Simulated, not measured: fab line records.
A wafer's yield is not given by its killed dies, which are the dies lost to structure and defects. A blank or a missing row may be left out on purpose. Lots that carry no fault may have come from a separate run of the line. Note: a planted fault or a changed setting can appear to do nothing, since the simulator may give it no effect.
Split-lot trial / flow n5 finfet / 39 wafers read from 7 lots, route of 1938 steps

== THE SPLIT ==
At N5_SD_EPI_P_ETCH_16 (etches SiO2 in CHF3/O2, target depth 5 nm), the setting target depth a was moved away from the recipe's 50 angstrom on 18 of the 39 wafers read, by -10.2% to -3.5%. All remaining wafers had this setting at the recipe value.

The reading is taken at the split's own step.

== THE READING ==
etch.depth nm (the simulator's own value, which no gauge read), in nm, at N5_SD_EPI_P_ETCH_16 (etches SiO2 in CHF3/O2, target depth 5 nm). There is no usual value for it anywhere in the file. Across the 21 wafers here that went through the recipe, the average is 5.005 nm and the standard deviation 0.095 nm.

wafer=L075.1; tool, chamber at the split=rie diel-05, 3; target depth a as run, angstrom=50; against the recipe=recipe; etch.depth nm, nm=4.949; against lot-mates on the recipe=-
wafer=L075.2; tool, chamber at the split=rie diel-05, 2; target depth a as run, angstrom=46.94; against the recipe=-6.1%; etch.depth nm, nm=4.783; against lot-mates on the recipe=-0.235
wafer=L075.3; tool, chamber at the split=rie diel-05, 1; target depth a as run, angstrom=50; against the recipe=recipe; etch.depth nm, nm=5.094; against lot-mates on the recipe=-
wafer=L075.4; tool, chamber at the split=rie diel-05, 0; target depth a as run, angstrom=50; against the recipe=recipe; etch.depth nm, nm=5.011; against lot-mates on the recipe=-
wafer=L075.5; tool, chamber at the split=rie diel-05, 2,1; target depth a as run, angstrom=46.94; against the recipe=-6.1%; etch.depth nm, nm=4.748; against lot-mates on the recipe=-0.270
wafer=L075.6; tool, chamber at the split=rie diel-05, 2,1; target depth a as run, angstrom=46.94; against the recipe=-6.1%; etch.depth nm, nm=4.748; against lot-mates on the recipe=-0.270
wafer=L080.1; tool, chamber at the split=rie diel-05, 1; target depth a as run, angstrom=50; against the recipe=recipe; etch.depth nm, nm=5.07; against lot-mates on the recipe=-
wafer=L080.2; tool, chamber at the split=rie diel-05, 2; target depth a as run, angstrom=50; against the recipe=recipe; etch.depth nm, nm=5.12; against lot-mates on the recipe=-
wafer=L080.3; tool, chamber at the split=rie diel-05, 0; target depth a as run, angstrom=50; against the recipe=recipe; etch.depth nm, nm=5.09; against lot-mates on the recipe=-
wafer=L080.4; tool, chamber at the split=rie diel-05, 3; target depth a as run, angstrom=47.03; against the recipe=-5.9%; etch.depth nm, nm=4.772; against lot-mates on the recipe=-0.321
wafer=L080.5; tool, chamber at the split=rie diel-05, 0; target depth a as run, angstrom=47.03; against the recipe=-5.9%; etch.depth nm, nm=4.756; against lot-mates on the recipe=-0.337
wafer=L080.6; tool, chamber at the split=rie diel-05, 3; target depth a as run, angstrom=47.03; against the recipe=-5.9%; etch.depth nm, nm=4.723; against lot-mates on the recipe=-0.370
wafer=L082.1; tool, chamber at the split=rie diel-01, 1; target depth a as run, angstrom=50; against the recipe=recipe; etch.depth nm, nm=4.968; against lot-mates on the recipe=-
wafer=L082.5; tool, chamber at the split=rie diel-01, 3; target depth a as run, angstrom=50; against the recipe=recipe; etch.depth nm, nm=5.055; against lot-mates on the recipe=-
wafer=L082.6; tool, chamber at the split=rie diel-01, 2; target depth a as run, angstrom=50; against the recipe=recipe; etch.depth nm, nm=5.056; against lot-mates on the recipe=-
wafer=L087.1; tool, chamber at the split=rie diel-05, 1; target depth a as run, angstrom=50; against the recipe=recipe; etch.depth nm, nm=5.053; against lot-mates on the recipe=-
wafer=L087.2; tool, chamber at the split=rie diel-05, 3; target depth a as run, angstrom=50; against the recipe=recipe; etch.depth nm, nm=4.954; against lot-mates on the recipe=-
wafer=L087.3; tool, chamber at the split=rie diel-05, 2; target depth a as run, angstrom=48.23; against the recipe=-3.5%; etch.depth nm, nm=4.846; against lot-mates on the recipe=-0.176
wafer=L087.4; tool, chamber at the split=rie diel-05, 0; target depth a as run, angstrom=48.23; against the recipe=-3.5%; etch.depth nm, nm=4.875; against lot-mates on the recipe=-0.147
wafer=L087.5; tool, chamber at the split=rie diel-05, 3; target depth a as run, angstrom=48.23; against the recipe=-3.5%; etch.depth nm, nm=4.734; against lot-mates on the recipe=-0.288
wafer=L087.6; tool, chamber at the split=rie diel-05, 2; target depth a as run, angstrom=50; against the recipe=recipe; etch.depth nm, nm=5.059; against lot-mates on the recipe=-
wafer=L091.1; tool, chamber at the split=rie diel-05, 0; target depth a as run, angstrom=44.89; against the recipe=-10.2%; etch.depth nm, nm=4.524; against lot-mates on the recipe=-0.477
wafer=L091.2; tool, chamber at the split=rie diel-05, 2; target depth a as run, angstrom=44.89; against the recipe=-10.2%; etch.depth nm, nm=4.498; against lot-mates on the recipe=-0.503
wafer=L091.3; tool, chamber at the split=rie diel-05, 1; target depth a as run, angstrom=44.89; against the recipe=-10.2%; etch.depth nm, nm=4.534; against lot-mates on the recipe=-0.467
wafer=L091.4; tool, chamber at the split=rie diel-05, 3; target depth a as run, angstrom=50; against the recipe=recipe; etch.depth nm, nm=4.892; against lot-mates on the recipe=-
wafer=L091.5; tool, chamber at the split=rie diel-05, 1; target depth a as run, angstrom=50; against the recipe=recipe; etch.depth nm, nm=5.059; against lot-mates on the recipe=-
wafer=L091.6; tool, chamber at the split=rie diel-05, 0; target depth a as run, angstrom=50; against the recipe=recipe; etch.depth nm, nm=5.051; against lot-mates on the recipe=-
wafer=L093.1; tool, chamber at the split=rie diel-06, 0; target depth a as run, angstrom=50; against the recipe=recipe; etch.depth nm, nm=4.759; against lot-mates on the recipe=-
wafer=L093.2; tool, chamber at the split=rie diel-06, 1; target depth a as run, angstrom=47.65; against the recipe=-4.7%; etch.depth nm, nm=4.626; against lot-mates on the recipe=-0.258
wafer=L093.3; tool, chamber at the split=rie diel-06, 2; target depth a as run, angstrom=50; against the recipe=recipe; etch.depth nm, nm=4.821; against lot-mates on the recipe=-
wafer=L093.4; tool, chamber at the split=rie diel-06, 3; target depth a as run, angstrom=50; against the recipe=recipe; etch.depth nm, nm=5.071; against lot-mates on the recipe=-
wafer=L093.5; tool, chamber at the split=rie diel-06, 0; target depth a as run, angstrom=47.65; against the recipe=-4.7%; etch.depth nm, nm=4.547; against lot-mates on the recipe=-0.337
wafer=L093.6; tool, chamber at the split=rie diel-06, 3; target depth a as run, angstrom=47.65; against the recipe=-4.7%; etch.depth nm, nm=4.82; against lot-mates on the recipe=-0.064
wafer=L094.1; tool, chamber at the split=rie diel-05, 3; target depth a as run, angstrom=50; against the recipe=recipe; etch.depth nm, nm=4.869; against lot-mates on the recipe=-
wafer=L094.2; tool, chamber at the split=rie diel-05, 1; target depth a as run, angstrom=50; against the recipe=recipe; etch.depth nm, nm=5.055; against lot-mates on the recipe=-
wafer=L094.3; tool, chamber at the split=rie diel-05, 2; target depth a as run, angstrom=45.46; against the recipe=-9.1%; etch.depth nm, nm=4.534; against lot-mates on the recipe=-0.457
wafer=L094.4; tool, chamber at the split=rie diel-05, 0; target depth a as run, angstrom=50; against the recipe=recipe; etch.depth nm, nm=5.049; against lot-mates on the recipe=-
wafer=L094.5; tool, chamber at the split=rie diel-05, 3; target depth a as run, angstrom=45.46; against the recipe=-9.1%; etch.depth nm, nm=4.473; against lot-mates on the recipe=-0.518
wafer=L094.6; tool, chamber at the split=rie diel-05, 2; target depth a as run, angstrom=45.46; against the recipe=-9.1%; etch.depth nm, nm=4.544; against lot-mates on the recipe=-0.447
Where a row lists several chambers, the file gives one row for several wafers and doesn't say which wafer went through which chamber.

THE FIT
A straight line over all 39 wafers: etch.depth nm changes by +0.0494 nm for each +1% of target depth a; r = +0.90; the points scatter about the line by 0.09 nm.
The same after taking each lot's own level away (the mean of its wafers on the recipe; 39 wafers): +0.0493 nm for each +1%; r = +0.93; scatter 0.072 nm.
According to that fit, moving target depth a by its largest amount changes the reading by 0.5 nm.
From 4.8837 to 5.0933 nm: that is the span of the lots' own levels, equal to 2.2 times the standard deviation above.
Consequently the slope shifts little with the lot-to-lot level, the two slopes agreeing.
Check: for one of the wafers moved furthest among these (-10.2%), held out of the fit, the line's prediction against its lot-mates is -0.511 nm. It came out at -0.477 nm against them.

== THE OTHER SPLITS THESE WAFERS WENT THROUGH ==
Note: prior to the reading, these wafers also went through further splits. Each is held against what the fit with the lots' levels taken away leaves over:
other split on the same wafers=N5_DUMMY_GATE_EXPOSE_12 dose mj; wafers away from the commonest value=12; r with etch.depth nm (lot level and that fit taken away)=-0.12
other split on the same wafers=N5_DUMMY_GATE_ETCH_37 source w; wafers away from the commonest value=15; r with etch.depth nm (lot level and that fit taken away)=+0.01
other split on the same wafers=N5_DUMMY_GATE_ETCH_32 time s; wafers away from the commonest value=12; r with etch.depth nm (lot level and that fit taken away)=-0.02

== THE FILE'S OWN FIT ==
etch.depth nm changes by +0.0496 nm for each +1% of target depth a, r = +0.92.
